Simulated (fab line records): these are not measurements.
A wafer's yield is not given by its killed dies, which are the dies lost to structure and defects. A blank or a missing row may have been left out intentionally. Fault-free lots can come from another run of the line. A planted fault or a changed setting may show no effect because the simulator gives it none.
Matching of chambers    flow nand-harc    rie-diel-08 running NHARC_A_STAIRCASE_TRIM_229: 4 sister chambers
The step chemistry O2, time 211.2 s. 16 wafers are shown with their chamber, then 8 later ones without.

WAFERS WITH THEIR CHAMBER
wafer   chamber  drypump-motor-current-A (A)  showerhead-plenum-p-Torr (Torr)  oes-product-au (a.u.)
L080.1  3        5.2                          3.46                             1.000
L080.4  2        5.8                          3.32                             1.019
L080.6  2        5.8                          3.32                             1.014
L079.3  3        5.2                          3.46                             0.980
L079.5  1        6.6                          3.70                             0.993
L079.6  2        5.9                          3.32                             0.999
L082.1  3        5.2                          3.46                             0.987
L082.3  0        5.8                          3.41                             1.003
L082.5  2        5.8                          3.32                             1.022
L086.1  0        5.8                          3.40                             0.999
L086.2  1        6.6                          3.69                             0.991
L086.4  3        5.2                          3.46                             0.992
L087.1  2        5.8                          3.31                             1.007
L087.3  3        5.2                          3.46                             1.000
L087.5  1        6.6                          3.69                             0.990
L091.1  1        6.6                          3.69                             1.003

SIGNATURES, as means of the wafers listed above
reading                   chamber 0  chamber 1  chamber 2  chamber 3  scatter within a chamber
drypump-motor-current-A   5.800      6.600      5.820      5.200      0.0258
showerhead-plenum-p-Torr  3.4050     3.6925     3.3180     3.4600     0.00413
oes-product-au            1.00100    0.99425    1.01220    0.99180    0.00795
Rule: for a wafer and a chamber, the distance is found by dividing, reading by reading, the gap between the wafer's reading and the chamber's mean by the reading's scatter, squaring, summing and taking the root. The wafer belongs to the nearest chamber; if the next one is less than 2 further off, it can't be placed. The scatter: the root of (the sum of the squares of (reading less its chamber's mean) over the shown wafers, divided by (wafers less chambers)).

WAFERS WITH NO CHAMBER GIVEN
wafer   drypump-motor-current-A (A)  showerhead-plenum-p-Torr (Torr)  oes-product-au (a.u.)
L091.3  5.8                          3.40                             1.006
L091.6  5.8                          3.31                             1.001
L093.1  5.2                          3.45                             1.007
L093.2  5.8                          3.31                             1.008
L093.3  6.6                          3.69                             0.991
L096.1  5.8                          3.30                             1.002
L096.4  6.6                          3.68                             0.998
L096.6  5.8                          3.39                             1.007

EACH ONE'S CHAMBER
wafer   from the rows above  in truth
L091.3  0                    0
L091.6  2                    2
L093.1  3                    3
L093.2  2                    2
L093.3  1                    1
L096.1  2                    2
L096.4  1                    1
L096.6  0                    0
Correct placement for 8 of the 8. Number that these rows cannot place: 0. 0 placed wrongly.
